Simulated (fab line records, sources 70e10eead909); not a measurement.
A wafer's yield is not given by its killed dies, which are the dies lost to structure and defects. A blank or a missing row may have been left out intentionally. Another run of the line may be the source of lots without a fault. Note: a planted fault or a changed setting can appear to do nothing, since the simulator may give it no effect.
A struck lot beside a sound one :: flow nand harc :: 15 steps out of a route of 1302
Sound: wafers L275.1, L275.2, L275.5. Struck: wafer L271.5 (left out: L271.3, a lot-mate that was not struck); the cause follows at the end.
At each step with rows: each side's tool, then ch and its chambers, then its first start. Under that, the readings that differ: sound wafers :: struck wafers :: difference of the means :: sigmas: that difference in standard deviations of wafers without a fault.
alike: words and numbers the same on both sides, and readings whose means are apart by under 2 such deviations; not compared: readings that were withheld, readings missing a value for some wafer, numbers with overlapping values and no deviation given by the record, and bounds like >300 which may hide the same value.
A row with sigmas, a row that says differs or no value, or rows on one side alone: a step with any of these is where the two part. Numbers that have no deviation but don't overlap get no sigmas and don't part them. Lack of a reading on every wafer of one side parts them only where that side has two or more wafers.

first, 1 step without rows for these wafers: NHARC_A_ONON_D1_DEP_12 (target thk 1000 nm).
NHARC_A_ONON_D1_THK_MEAS_14: measures by ellipsometry.
  sound: film metro-01 at day 14 01:22; struck: film metro-02 at day 12 01:51
  alike: thk nm
then, 2 steps without rows for these wafers: NHARC_A_ONON_D1_ANNEAL_15 (time 3600 s); NHARC_A_ONON_D1_DEP_16 (target thk 1000 nm).
NHARC_A_ONON_D1_THK_MEAS_18: measures by ellipsometry.
  sound: film metro-02 at day 14 09:49; struck: film metro-02 at day 12 09:37
  alike: thk nm
following that, 1 step holds no rows for these wafers, namely NHARC_A_ONON_D1_DEP_19 (target thickness 1000 nm).
NHARC_A_ONON_D1_THK_MEAS_21: measures by ellipsometry.
  sound: film metro-01 at day 14 10:32; struck: film metro-01 at day 12 10:11
  alike: thk nm
following that, 1 step holds no rows for these wafers, namely NHARC_A_ONON_D1_DEP_22 (target thickness 1000 nm).
NHARC_A_ONON_D1_THK_MEAS_24: measures by ellipsometry.
  sound: film metro-02 at day 14 11:13; struck: film metro-01 at day 12 10:44
  alike: thk nm
following that, 1 step holds no rows for these wafers, namely NHARC_A_ONON_D1_DEP_25 (target thickness 1000 nm).
NHARC_A_ONON_D1_THK_MEAS_27: measures by ellipsometry.
  sound: film metro-02 at day 14 11:56; struck: film metro-02 at day 12 11:19
reading: thk nm (nm)
sound: 1009 1007 1007
struck: 989
difference: -19
sigmas: -2
NHARC_A_ONON_D1_DEP_28: target thk 1000 nm.
  sound on pecvd onon-04 ch 0, day 14 12:05; struck on pecvd onon-03 ch 0, day 12 11:29
reading: n2 flow sccm (sccm)
sound: 2754 2750 2759
struck: 2733
difference: -21
sigmas: -3

reading: nh3 flow sccm (sccm)
sound: 498.7 499.7 499.1
struck: 502.6
difference: +3.4
sigmas: +2
NHARC_A_ONON_D1_THK_MEAS_30: measures by ellipsometry.
  sound: film metro-01 at day 14 12:35; struck: film metro-02 at day 12 11:53
reading: thk nm (nm)
sound: 1003 1004 1004
struck: 632
difference: -372
sigmas: -38
NHARC_A_ONON_D1_DEP_33: deposits SiO2, target thk 200 nm.
  sound on pecvd-02 ch 0,2, day 14 12:39; struck on pecvd-02 ch 0, day 12 11:59
  alike: heater power w, mfc precursor sccm, rf fwd power W, throttle valve pct
-- break in the record here, with 17 days between the starts of the struck wafers on either side (left off in module A_ONON_D1, picked up again in module END, where the first step shown is number 1302 on the route) --
NHARC_END_SORT_01:
  sound on prober-01 ch 0, day 31 10:22; struck on prober-01 ch 0, day 29 04:52
reading: killed at array
sound: 60 60 55
struck: 676
difference: +618
sigmas: +31

reading: killed dies
sound: 65 64 60
struck: 677
difference: +614
sigmas: +31
  alike: killed at other, killed at periphery, killed open, killed short

== WHERE THEY PART ==
Earliest at NHARC_A_ONON_D1_THK_MEAS_27; latest, in this record, at NHARC_END_SORT_01.

WHY: what the simulator had put in
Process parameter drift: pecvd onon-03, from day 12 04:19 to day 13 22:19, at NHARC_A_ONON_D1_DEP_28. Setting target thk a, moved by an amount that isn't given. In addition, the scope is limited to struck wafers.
